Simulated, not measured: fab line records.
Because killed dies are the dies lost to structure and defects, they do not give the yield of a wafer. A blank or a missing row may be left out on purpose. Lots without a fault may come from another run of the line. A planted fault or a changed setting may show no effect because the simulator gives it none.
Chamber matching || flow n5Finfet || cmp-03 running N5_BEOL_M13_CMP_49: 4 sister chambers
The step polishes, stops on SiOC, t overpolish 17.1 s, target thk 420 nm. 8 wafers are shown with their chamber, then 7 later ones without.

== WAFERS PAIRED WITH THEIR CHAMBERS ==
{"wafer": "L083.4", "chamber": 2, "motorCurrentA (A)": 5.6, "overpolishRunS (s)": 17.102}
{"wafer": "L086.2", "chamber": 1, "motorCurrentA (A)": 7.6, "overpolishRunS (s)": 17.113}
{"wafer": "L086.4", "chamber": 3, "motorCurrentA (A)": 5.8, "overpolishRunS (s)": 17.113}
{"wafer": "L087.1", "chamber": 3, "motorCurrentA (A)": 6.0, "overpolishRunS (s)": 17.105}
{"wafer": "L087.3", "chamber": 0, "motorCurrentA (A)": 6.3, "overpolishRunS (s)": 17.101}
{"wafer": "L087.6", "chamber": 1, "motorCurrentA (A)": 7.9, "overpolishRunS (s)": 17.102}
{"wafer": "L090.2", "chamber": 0, "motorCurrentA (A)": 6.2, "overpolishRunS (s)": 17.116}
{"wafer": "L090.5", "chamber": 2, "motorCurrentA (A)": 5.2, "overpolishRunS (s)": 17.090}

== WAFERS MISSING THEIR CHAMBER ==
{"wafer": "L090.6", "motorCurrentA (A)": 7.7, "overpolishRunS (s)": 17.111}
{"wafer": "L094.2", "motorCurrentA (A)": 5.6, "overpolishRunS (s)": 17.108}
{"wafer": "L094.3", "motorCurrentA (A)": 5.8, "overpolishRunS (s)": 17.083}
{"wafer": "L094.5", "motorCurrentA (A)": 5.5, "overpolishRunS (s)": 17.110}
{"wafer": "L097.1", "motorCurrentA (A)": 6.0, "overpolishRunS (s)": 17.113}
{"wafer": "L097.3", "motorCurrentA (A)": 6.1, "overpolishRunS (s)": 17.104}
{"wafer": "L097.4", "motorCurrentA (A)": 7.9, "overpolishRunS (s)": 17.107}

== WHICH CHAMBER EACH ONE RAN IN ==
{"wafer": "L090.6", "from the rows above": 1, "in truth": 1}
{"wafer": "L094.2", "from the rows above": "can't be placed: 3 or 2 or 0", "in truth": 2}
{"wafer": "L094.3", "from the rows above": "can't be placed: 2 or 3 or 0", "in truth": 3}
{"wafer": "L094.5", "from the rows above": "can't be placed: 2 or 3", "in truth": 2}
{"wafer": "L097.1", "from the rows above": "can't be placed: 3 or 0", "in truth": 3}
{"wafer": "L097.3", "from the rows above": "can't be placed: 0 or 3", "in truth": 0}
{"wafer": "L097.4", "from the rows above": 1, "in truth": 1}
2 of 7 placed correctly. Can't be placed from these rows: 5 (the true chamber is among the candidates in 5). 0 placed wrongly.
How it was worked out, from the rows above alone: a wafer's distance from a chamber is the root of the sum, over the readings, of the square of ((its reading less the chamber's mean) divided by the reading's scatter). If the next closest chamber is less than 2 further off than the closest, the wafer can't be placed; otherwise it belongs to the closest. A chamber's mean is the mean of its shown wafers. The scatter: take each reading less its chamber's mean, square it, sum over the shown wafers, divide by the number of wafers less the number of chambers, and take the root.
